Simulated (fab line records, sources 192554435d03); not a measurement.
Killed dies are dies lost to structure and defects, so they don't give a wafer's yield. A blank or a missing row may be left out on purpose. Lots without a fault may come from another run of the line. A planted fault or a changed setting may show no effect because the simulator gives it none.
One fault seen from 2 desks | flow n5_finfet | each desk has only its own numbers; what lay behind them comes last

THE METROLOGY DESK
What the gauges read, lot by lot, whatever tool the lot ran on: means of the sampled wafers that have a number. A lot is out of limits, marked OUT, if its mean lies more than 4 standard deviations from the usual mean; the brackets give that distance. Of its 11 readings 7 are shown: the one that was out of limits first, and those that lie furthest out on some lot.
Columns: A = DIBL_P at N5_BEOL_M4_RC_MEAS_101, usual 37.2 mV/V; B = IOFF_N at N5_BEOL_M4_RC_MEAS_101, usual 0.17 nA/um; C = ION_N at N5_BEOL_M4_RC_MEAS_101, usual 680 uA/um; D = SS_P at N5_BEOL_M4_RC_MEAS_101, usual 73.6 mV/dec; E = VT_N at N5_BEOL_M4_RC_MEAS_101, usual 248.9 mV; F = VT_P at N5_BEOL_M4_RC_MEAS_101, usual -251 mV; G = M5_ILD_THK at N5_BEOL_M5_THK_MEAS_01, usual 120.7 nm
lot  | first seen here | A    | B    | C   | D    | E     | F    | G
L153 | day 8 19:38     | 36.4 | 0.17 | 677 | 73.3 | 248.3 | -252 | 120.5
L162 | day 11 00:59    | 36.5 | 0.16 | 678 | 73.8 | 250.0 | -250 | 120.3
L167 | day 12 17:26    | 39.4 | 0.21 | 688 | 73.8 | 245.9 | -253 | 120.8
L166 | day 12 17:54    | 39.7 | 0.20 | 684 | 73.9 | 247.0 | -250 | 121.3
L164 | day 12 19:37    | 37.8 | 0.17 | 678 | 73.9 | 249.2 | -250 | 121.7
L170 | day 13 19:06    | 38.8 | 0.22 | 694 | 74.4 | 244.6 | -248 | 167.8 (+29) OUT
L171 | day 14 01:59    | 35.5 | 0.16 | 674 | 72.8 | 251.4 | -250 | 156.4 (+22) OUT
L172 | day 14 06:01    | 36.6 | 0.18 | 680 | 73.6 | 246.8 | -251 | 168.1 (+30) OUT
L173 | day 14 10:52    | 37.9 | 0.18 | 674 | 74.1 | 249.3 | -248 | 120.5
L174 | day 14 13:47    | 37.2 | 0.19 | 686 | 73.2 | 247.1 | -244 | 119.2
This desk's finding: out of limits on L170, L171, L172; first on L170, day 13 20:38 (M5_ILD_THK at N5_BEOL_M5_THK_MEAS_01). In limits: L153, L162, L167, L166, L164, L173, L174.

THE TOOL OWNER'S DESK: pecvd-01
The tool's own readings at N5_BEOL_M5_ILD_DEP_00 (deposits SiCOH lowk from DEMS/porogen, target thk 140.64 nm, time 25.9 s): means of the sampled wafers that have a number, for each lot that ran on this tool. A lot is out of limits, marked OUT, if its mean lies more than 4 standard deviations from the usual mean; the brackets give that distance.
Columns: A = chamber_pressure_Torr at N5_BEOL_M5_ILD_DEP_00, usual 5.001 Torr; B = heater_power_w at N5_BEOL_M5_ILD_DEP_00, usual 316 W; C = showerhead_plenum_p_Torr at N5_BEOL_M5_ILD_DEP_00, usual 5.741 Torr; D = throttle_valve_pct at N5_BEOL_M5_ILD_DEP_00, usual 14.1 %
lot  | first seen here | A     | B   | C     | D
L153 | day 8 20:36     | 5.007 | 324 | 5.720 | 14.2
L162 | day 11 01:48    | 4.992 | 340 | 5.724 | 14.2
L167 | day 12 18:23    | 5.006 | 351 | 5.726 | 14.0
L170 | day 13 20:04    | 4.998 | 342 | 5.745 | 14.2
L171 | day 14 02:47    | 5.005 | 366 | 5.745 | 14.3
L172 | day 14 06:49    | 4.998 | 331 | 5.747 | 14.1
This desk's finding: nothing out of limits on any of the 6 lots.

PUT TOGETHER
The metrology desk could have raised an alarm at day 13 20:38, on L170, L171, L172.
The tool owner's desk saw nothing out of limits.
The tool owner's desk has L170, L171, L172 on record, within its limits.
Of the lots named, all ran N5_BEOL_M5_ILD_DEP_00 on pecvd-01.

WHAT THE SIMULATOR HAD PUT IN
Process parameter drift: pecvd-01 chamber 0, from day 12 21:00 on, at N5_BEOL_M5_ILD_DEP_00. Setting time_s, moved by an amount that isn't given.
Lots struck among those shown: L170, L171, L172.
Hours from the fault's start to each desk's first reading out of limits: the metrology desk, 24.
